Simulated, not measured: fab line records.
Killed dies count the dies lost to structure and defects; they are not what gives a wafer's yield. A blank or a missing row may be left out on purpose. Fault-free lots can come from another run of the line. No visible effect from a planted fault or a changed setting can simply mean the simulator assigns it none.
Comparing a struck lot with a sound one    flow nand-harc    15 out of 1159 route steps
Sound: these wafers, L324.2, L324.3, L324.6. The struck wafers were L326.1, L326.2, L326.6. The cause is given at the end.
Each step with rows lists, per side, the tool, then ch with its chambers, then its first start. Under that, the readings that differ: sound wafers    struck wafers    difference of the means    sigmas: that difference in standard deviations of wafers without a fault.
alike: readings whose means differ by less than 2 such deviations, and words and numbers that are the same on both sides. not compared: withheld readings, readings that some wafer has no value for, bounds like >300 that may hide the same value, and numbers for which the record gives no deviation and whose values overlap.
The two part at a step that has a row with sigmas, a row that says differs or no value, or rows on one side only. Numbers that have no deviation but don't overlap get no sigmas and don't part them. Lack of a reading on every wafer of one side parts them only where that side has two or more wafers.

first, 9 steps without rows for these wafers: NHARC_P_ZERO_WELL_STRIP_28 (strips in SPM, time 840 s); NHARC_P_ZERO_WELL_DEHYDRATE_29 (time 120 s); NHARC_P_ZERO_WELL_HMDS_30 (time 30 s); NHARC_P_ZERO_WELL_COAT_31; NHARC_P_ZERO_WELL_SOFTBAKE_32 (time 95 s); NHARC_P_ZERO_WELL_EBR_33; NHARC_P_ZERO_WELL_EXPOSE_34 (exposes mask P PWELL, target cd 720 nm); NHARC_P_ZERO_WELL_PEB_35 (peb time 85 s); NHARC_P_ZERO_WELL_DEVELOP_36 (time 70 s).
NHARC_P_ZERO_WELL_CD_MEAS_37: target cd 720 nm.
  sound on cd-sem-01 ch 0, day 3 10:01; struck on cd-sem-03 ch 0, day 3 22:08
  alike: cd-nm
then, 1 step without rows for these wafers: NHARC_P_ZERO_WELL_HARDBAKE_38 (time 80 s).
NHARC_P_ZERO_WELL_DESCUM_39: chemistry O2, time 3 s.
  sound on rie-diel-01 ch 0,1,3, day 3 10:10; struck on rie-diel-10 ch 1,2, day 3 22:17
  alike: drypump-motor-current-A, o2-flow-sccm, oes-product-au, rf-vpp-V, showerhead-plenum-p-Torr, throttle-valve-pct
  not compared: rf-hours-counter-h
NHARC_P_ZERO_WELL_IMPLANT_40:
  sound on implanter-01 ch 0, day 3 10:20; struck on implanter-01, day 3 22:26
  no value came back on the struck wafers for beam-energy-keV, beam-on-s (s); on the sound wafers beam-energy-keV reads 299.96 299.97 300.06
next, for these wafers, 1 step has no rows: NHARC_P_ZERO_WELL_IMPLANT_59.
-- jump in the record: it breaks off in module P_ZERO_WELL and resumes in module END (first step shown: number 1159 of the route), and 17 days separate the struck wafers' starts before and after --
NHARC_END_SORT_01:
  the record has rows for the struck wafers here (prober-01 ch 0, day 21 06:39) and none for the sound ones

WHERE THEY PART
Earliest at NHARC_P_ZERO_WELL_IMPLANT_40; latest, in this record, at NHARC_END_SORT_01.

WHY: the cause the simulator had injected
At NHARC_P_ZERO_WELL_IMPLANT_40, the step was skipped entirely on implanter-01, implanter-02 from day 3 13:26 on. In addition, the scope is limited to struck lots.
